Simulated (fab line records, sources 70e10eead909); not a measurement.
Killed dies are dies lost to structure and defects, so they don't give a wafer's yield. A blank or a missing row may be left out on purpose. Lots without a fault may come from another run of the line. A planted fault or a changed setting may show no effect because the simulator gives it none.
Which tool did it? | flow nand_harc | 12 lots, 36 wafers sampled, at 5 steps of a route of 1159

WHAT THE GAUGES READ, wafer by wafer
NHARC_END_SORT_01. Usual: killed_at_array 29, standard deviation 11; killed_at_other 0.6, standard deviation 0.92; killed_at_periphery 3.2, standard deviation 2; killed_dies 33, standard deviation 11; killed_open 3.2, standard deviation 2; killed_short 1.9, standard deviation 1.5.
lot  | measured     | on        | killed_at_array | killed_at_other | killed_at_periphery | killed_dies | killed_open | killed_short | flag
L645 | day 22 07:37 | prober-01 | 671 45 35       | 0 0 0           | 6 2 1               | 677 47 36   | 4 2 7       | 1 3 1        | OFF
L642 | day 22 16:13 | prober-01 | 670 28 37       | 0 0 0           | 7 4 4               | 677 32 41   | 8 7 6       | 2 2 1        | OFF

WHICH TOOL RAN EACH LOT (tool, then ch and the chambers of the sampled wafers, then the start)
lot  | NHARC_A_STAIRCASE_ETCH_21                     | NHARC_A_STAIRCASE_TRIM_22                     | NHARC_A_STAIRCASE_STRIP_175          | NHARC_A_STAIRCASE_ETCH_192
L632 | rie_diel-11 ch 1,2, day 10 20:47 or earlier   | rie_diel-11 ch 0,2,3, day 10 20:47 or earlier | plasma_asher-02 ch 1, day 10 20:47   | rie_diel-12 ch 0,1,2, day 11 01:46
L633 | rie_diel-04 ch 0,2, day 11 09:08 or earlier   | rie_diel-04 ch 0,2, day 11 09:08 or earlier   | plasma_asher-02 ch 0,1, day 11 09:08 | rie_diel-11 ch 0,2,3, day 11 11:54
L636 | rie_diel-11 ch 0,2,3, day 11 20:29 or earlier | rie_diel-11 ch 0,1,2, day 11 20:29 or earlier | plasma_asher-02 ch 0,1, day 11 20:29 | rie_diel-12 ch 2,3, day 11 22:46
L635 | rie_diel-04 ch 0,1, day 11 21:02 or earlier   | rie_diel-04 ch 0,1,3, day 11 21:02 or earlier | plasma_asher-01 ch 0,1, day 11 21:02 | rie_diel-11 ch 1,2,3, day 11 23:51
L637 | rie_diel-11 ch 1,2,3, day 12 05:25 or earlier | rie_diel-11 ch 0,2,3, day 12 05:25 or earlier | plasma_asher-02 ch 0,1, day 12 05:25 | rie_diel-04 ch 1,2,3, day 12 07:38
L640 | rie_diel-11 ch 1,2, day 13 08:11 or earlier   | rie_diel-11 ch 0,2, day 13 08:11 or earlier   | plasma_asher-02 ch 0,1, day 13 08:11 | rie_diel-12 ch 0,2,3, day 13 10:20
L643 | rie_diel-04 ch 0,1, day 13 20:36 or earlier   | rie_diel-04 ch 0,1, day 13 20:36 or earlier   | plasma_asher-02 ch 1, day 13 20:36   | rie_diel-04 ch 0,1,2, day 13 23:03
L645 | rie_diel-12 ch 0,1, day 14 05:56 or earlier   | rie_diel-12 ch 2,3, day 14 05:56 or earlier   | plasma_asher-01 ch 0,1, day 14 05:56 | rie_diel-12 ch 0,1,3, day 14 08:02
L647 | rie_diel-12 ch 2,3, day 14 14:30 or earlier   | rie_diel-12 ch 1,2, day 14 14:30 or earlier   | plasma_asher-02 ch 0,1, day 14 14:30 | rie_diel-11 ch 0,1,3, day 14 16:35
L642 | rie_diel-12 ch 0,2,3, day 14 14:44 or earlier | rie_diel-12 ch 0,1,3, day 14 14:44 or earlier | plasma_asher-02 ch 0,1, day 14 14:44 | rie_diel-12 ch 0,2,3, day 14 17:08
L649 | rie_diel-12 ch 0,2,3, day 15 13:50 or earlier | rie_diel-12 ch 1,2,3, day 15 13:50 or earlier | plasma_asher-02 ch 0,1, day 15 13:50 | rie_diel-11 ch 0,1,2, day 15 16:11
L654 | rie_diel-04 ch 0,1, day 16 08:50 or earlier   | rie_diel-04 ch 0,1,3, day 16 08:50 or earlier | plasma_asher-01 ch 0,1, day 16 08:50 | rie_diel-04 ch 0,1,3, day 16 10:59
- NHARC_A_STAIRCASE_ETCH_21: etches the open film in C4F8/O2, target depth 100 nm, time 40.5 s.
- NHARC_A_STAIRCASE_TRIM_22: chemistry O2, time 211.2 s.
- NHARC_A_STAIRCASE_STRIP_175: strips in O2.
- NHARC_A_STAIRCASE_ETCH_192: etches the open film in C4F8/O2, target depth 100 nm, time 40.5 s.

WHAT THE TOOLS THEMSELVES READ (means of the sampled wafers that have a number; where no wafer has one, the mark that the record gives instead)
NHARC_A_STAIRCASE_ETCH_21. Usual: oes_product_au 0.948 a.u., standard deviation 0.017; rf_fwd_power_W 592.6 W, standard deviation 2.9; rf_vpp_V 895 V, standard deviation 5.4; run_length_s 61.8 s, standard deviation 0.41.
lot  | tool        | oes_product_au (a.u.) | rf_fwd_power_W (W) | rf_vpp_V (V) | run_length_s (s) | flag
L632 | rie_diel-11 | 0.945                 | 590.9              | 899          | 61.5             |
L633 | rie_diel-04 | 0.961                 | 594.6              | 890          | 61.9             |
L636 | rie_diel-11 | 0.956                 | 593.6              | 898          | 61.6             |
L635 | rie_diel-04 | 0.940                 | 593.1              | 890          | 62.1             |
L637 | rie_diel-11 | 0.944                 | 592.6              | 898          | 61.7             |
L640 | rie_diel-11 | 0.945                 | 591.7              | 893          | 61.6             |
L643 | rie_diel-04 | 0.971                 | 593.6              | 890          | 62.2             |
L645 | rie_diel-12 | 0.976                 | 587.8              | 894          | 61.7             |
L647 | rie_diel-12 | 0.926                 | 593.2              | 899          | 61.7             |
L642 | rie_diel-12 | 0.916                 | 588.9              | 897          | 61.7             |
L649 | rie_diel-12 | 0.933                 | 590.5              | 896          | 61.5             |
L654 | rie_diel-04 | 0.949                 | 592.5              | 891          | 62.1             |

NHARC_A_STAIRCASE_TRIM_22. Usual: drypump_motor_current_A 5.6 A, standard deviation 0.48; oes_product_au 1.000 a.u., standard deviation 0.0071; rf_vpp_V 57.6 V, standard deviation 0.84; showerhead_plenum_p_Torr 3.49 Torr, standard deviation 0.15; throttle_valve_pct 17.037 %, standard deviation 0.0083.
lot  | tool        | drypump_motor_current_A (A) | oes_product_au (a.u.) | rf_vpp_V (V) | showerhead_plenum_p_Torr (Torr) | throttle_valve_pct (%) | flag
L632 | rie_diel-11 | 5.3                         | 0.997                 | 58.0         | 3.59                            | 17.036                 |
L633 | rie_diel-04 | 5.5                         | 1.000                 | 56.9         | 3.42                            | 17.033                 |
L636 | rie_diel-11 | 5.4                         | 1.005                 | 58.1         | 3.45                            | 17.040                 |
L635 | rie_diel-04 | 5.5                         | 1.007                 | 57.5         | 3.47                            | 17.040                 |
L637 | rie_diel-11 | 5.3                         | 1.004                 | 58.1         | 3.58                            | 17.034                 |
L640 | rie_diel-11 | 4.9                         | 1.010                 | 58.4         | 3.56                            | 17.036                 |
L643 | rie_diel-04 | 5.8                         | 1.004                 | 57.5         | 3.37                            | 17.038                 |
L645 | rie_diel-12 | 5.8                         | 1.004                 | 57.4         | 3.61                            | 17.043                 |
L647 | rie_diel-12 | 5.3                         | 0.990                 | 57.8         | 3.41                            | 17.040                 |
L642 | rie_diel-12 | 5.5                         | 1.001                 | 58.0         | 3.50                            | 17.032                 |
L649 | rie_diel-12 | 5.6                         | 0.992                 | 58.1         | 3.50                            | 17.041                 |
L654 | rie_diel-04 | 5.5                         | 1.006                 | 57.9         | 3.45                            | 17.038                 |

NHARC_A_STAIRCASE_STRIP_175. Usual: drypump_motor_current_A 5.4 A, standard deviation 0.38; heater_power_w 314 W, standard deviation 15.
lot  | tool            | drypump_motor_current_A (A) | heater_power_w (W) | flag
L632 | plasma_asher-02 | 5.0                         | 310                |
L633 | plasma_asher-02 | 5.6                         | 324                |
L636 | plasma_asher-02 | 5.6                         | 325                |
L635 | plasma_asher-01 | 5.4                         | 318                |
L637 | plasma_asher-02 | 5.3                         | 321                |
L640 | plasma_asher-02 | 5.3                         | 318                |
L643 | plasma_asher-02 | 5.1                         | 308                |
L645 | plasma_asher-01 | 5.4                         | 307                |
L647 | plasma_asher-02 | 5.3                         | 319                |
L642 | plasma_asher-02 | 5.3                         | 316                |
L649 | plasma_asher-02 | 5.3                         | 317                |
L654 | plasma_asher-01 | 5.4                         | 307                |

NHARC_A_STAIRCASE_ETCH_192. Usual: oes_product_au 0.942 a.u., standard deviation 0.01; rf_fwd_power_W 592 W, standard deviation 3.3; rf_vpp_V 895 V, standard deviation 5.8; run_length_s 61.8 s, standard deviation 0.44.
lot  | tool        | oes_product_au (a.u.) | rf_fwd_power_W (W) | rf_vpp_V (V) | run_length_s (s) | flag
L632 | rie_diel-12 | 0.938                 | 591                | 894          | 61.5             |
L633 | rie_diel-11 | 0.947                 | 593                | 898          | 61.8             |
L636 | rie_diel-12 | 0.946                 | 590                | 898          | 61.5             |
L635 | rie_diel-11 | 0.945                 | 591                | 898          | 61.7             |
L637 | rie_diel-04 | 0.937                 | 593                | 894          | 62.1             |
L640 | rie_diel-12 | 0.951                 | 589                | 896          | 61.7             |
L643 | rie_diel-04 | 0.930                 | 594                | 890          | 61.9             |
L645 | rie_diel-12 | 0.941                 | 592                | 895          | 57.5             | OFF
L647 | rie_diel-11 | 0.949                 | 593                | 893          | 61.9             |
L642 | rie_diel-12 | 0.926                 | 590                | 897          | 57.2             | OFF
L649 | rie_diel-11 | 0.956                 | 593                | 894          | 61.3             |
L654 | rie_diel-04 | 0.943                 | 595                | 894          | 62.4             |

THE ANSWER, worked out from the rows above alone
Rule: a lot is off if the mean of its wafers that have a number lies more than 3 standard deviations from the usual mean. A lot without any number at a reading at which 4 lots or more have one is off too. The other lots that the step has rows for count as sound. The gauges are gone through in route order, then the tools' own readings, and for those a lot's mean is taken as printed above. The first step at which some lot is off is used, and at that step the reading that is off furthest; a lot without a number counts as furthest.
Off: L645, L642, at NHARC_END_SORT_01 (killed_at_array). Neither off nor sound, because the step has no rows for them: L632, L633, L636, L635, L637, L640, L643, L647, L649, L654.
A tool fits if, at a process step before that reading, it ran every lot that is off, and no sound lot after the first of them. The gauges at NHARC_END_SORT_01 aren't tried: what is off there is off at NHARC_A_STAIRCASE_ETCH_192 too, on other tools, and a gauge's error can't cause that. NHARC_A_STAIRCASE_ETCH_21 gives no start for some lots, so the hours and the order of its lots are those of NHARC_A_STAIRCASE_STRIP_175. NHARC_A_STAIRCASE_TRIM_22 gives no start for some lots, so the hours and the order of its lots are those of NHARC_A_STAIRCASE_STRIP_175. One fits: rie_diel-12 at NHARC_A_STAIRCASE_ETCH_21 and NHARC_A_STAIRCASE_TRIM_22 and NHARC_A_STAIRCASE_ETCH_192. It ran no sound lot before its first lot that is off in this sample, so the start can't be narrowed down.

WHAT THE SIMULATOR HAD PUT IN
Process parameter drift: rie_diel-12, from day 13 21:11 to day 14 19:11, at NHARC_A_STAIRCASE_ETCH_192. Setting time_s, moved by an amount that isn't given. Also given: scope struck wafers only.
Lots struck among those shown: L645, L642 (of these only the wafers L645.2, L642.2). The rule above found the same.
